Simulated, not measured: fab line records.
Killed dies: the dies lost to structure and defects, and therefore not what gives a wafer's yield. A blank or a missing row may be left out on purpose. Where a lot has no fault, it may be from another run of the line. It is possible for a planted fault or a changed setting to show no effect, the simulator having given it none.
Chamber matching -- flow nand-harc -- pecvd-02 running NHARC_A_M1_DEP_33: 3 sister chambers
The step deposits SiCN, target thk 30 nm. 6 wafers are shown with their chamber, then 8 later ones without.

WAFERS WITH THEIR CHAMBER
wafer,chamber,heater-power-w (W)
L083.1,0,771
L083.6,2,565
L084.2,1,617
L084.3,0,751
L084.5,2,538
L085.2,1,625

WAFERS WHOSE CHAMBER IS MISSING
wafer,heater-power-w (W)
L085.4,623
L085.5,631
L089.3,631
L089.5,624
L089.6,591
L092.1,832
L092.2,602
L092.4,649

CHAMBER TAKEN BY EACH
wafer,from the rows above,in truth
L085.4,1,1
L085.5,1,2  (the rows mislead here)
L089.3,1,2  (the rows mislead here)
L089.5,1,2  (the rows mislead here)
L089.6,can't be placed: 1 or 2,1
L092.1,0,0
L092.2,1,1
L092.4,1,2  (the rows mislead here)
3 of 8 placed correctly. Cannot be placed on the basis of these rows: 1; the candidates contain the true chamber in 1. 4 placed wrongly.
How it was worked out, from the rows above alone: a wafer's distance from a chamber is the root of the sum, over the readings, of the square of ((its reading less the chamber's mean) divided by the reading's scatter). If the next closest chamber is less than 2 further off than the closest, the wafer can't be placed; otherwise it belongs to the closest. For every chamber, the mean is computed from those of its wafers that are shown. The scatter: the root of (the sum of the squares of (reading less its chamber's mean) over the shown wafers, divided by (wafers less chambers)).
